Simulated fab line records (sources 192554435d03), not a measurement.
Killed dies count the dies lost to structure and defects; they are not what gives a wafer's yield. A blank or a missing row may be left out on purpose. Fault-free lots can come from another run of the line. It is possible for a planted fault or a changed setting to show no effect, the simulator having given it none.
Chamber matching -- flow n5 finfet -- N5_BEOL_M11_DESCUM_33 on rie diel-02 has 4 sister chambers
The step chemistry O2, time 7.9 s. 8 wafers are shown with their chamber, then 7 later ones without.

WAFERS, EACH WITH ITS CHAMBER
wafer,chamber,drypump motor current A (A),showerhead plenum p Torr (Torr)
L077.1,0,6.1,2.12
L078.4,0,6.1,2.12
L079.6,3,5.2,2.10
L080.1,3,5.2,2.10
L080.4,2,5.3,2.01
L080.6,1,6.5,2.21
L088.1,2,5.3,2.00
L088.3,1,6.6,2.21

WAFERS WITHOUT THEIR CHAMBER
wafer,drypump motor current A (A),showerhead plenum p Torr (Torr)
L088.6,6.1,2.11
L096.2,5.3,2.00
L096.4,6.5,2.20
L096.5,6.1,2.11
L097.2,5.2,2.09
L097.3,6.6,2.20
L097.6,6.1,2.11

WHICH CHAMBER EACH WENT THROUGH
wafer,from the rows above,in truth
L088.6,0,0
L096.2,2,2
L096.4,1,1
L096.5,0,0
L097.2,3,3
L097.3,1,1
L097.6,0,0
Placed correctly: 7 of 7. Left unplaced by these rows: 0. Wrongly placed: 0.
How it was worked out, from the rows above alone: a wafer's distance from a chamber is the root of the sum, over the readings, of the square of ((its reading less the chamber's mean) divided by the reading's scatter). If the next closest chamber is less than 2 further off than the closest, the wafer can't be placed; otherwise it belongs to the closest. A chamber's mean is the mean of its shown wafers. The scatter: the root of (the sum of the squares of (reading less its chamber's mean) over the shown wafers, divided by (wafers less chambers)).
